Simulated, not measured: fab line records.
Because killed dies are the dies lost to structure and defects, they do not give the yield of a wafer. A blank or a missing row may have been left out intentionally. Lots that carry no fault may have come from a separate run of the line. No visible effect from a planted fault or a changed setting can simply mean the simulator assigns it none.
Which tool did it? ; flow nandHarc ; at 1 step of a route of 1159, 12 lots with 36 wafers sampled

WHAT EACH GAUGE READ, for each wafer
NHARC_P_M1_CD_MEAS_09 targets a cd of 130 nm.
lot;measured;on;cdNm (nm)
L075;day 6 11:20;cdSem-01;129.8 129.6 129.7
L077;day 6 18:54;cdSem-02;130.2 128.8 129.2
L079;day 7 09:18;cdSem-03;127.7 128.9 128.0
L080;day 7 21:13;cdSem-02;128.6 130.7 128.9
L082;day 8 08:31;cdSem-01;128.5 128.1 128.5
L086;day 9 06:01;cdSem-02;128.6 128.9 129.8
L085;day 9 06:49;cdSem-01;127.9 129.1 128.4
L090;day 9 23:59;cdSem-01;127.5 127.9 128.6
L091;day 10 07:26;cdSem-01;129.7 130.9 129.9
L093;day 10 19:05;cdSem-01;130.6 131.0 130.8
L095;day 11 00:59;cdSem-01;127.4 130.3 128.5
L097;day 11 17:14;cdSem-03;129.9 128.4 130.8

WHAT TOOL EACH LOT RAN ON (gives the tool, then ch and the chambers of the sampled wafers, and finally the start)
The record holds no process step before these readings.

THE ANSWER, worked out from the rows above alone
Rule: what is usual is taken from the lots themselves. The widest of any qualifying gaps counts: lots, ordered by their means at a reading, are off when they make up no more than a third of the lots, leave a main group of 4 or more, and stand apart from it by 3 or more times the standard deviation of that group's means. A main group is skipped when, at the precision printed for the reading in the tables above, its means are all equal. A lot without any number at a reading at which 4 lots or more have one is off too. The other lots that the step has rows for count as sound.
Nothing can be told from this: no lot is off at any reading shown.

WHAT THE SIMULATOR PUT IN
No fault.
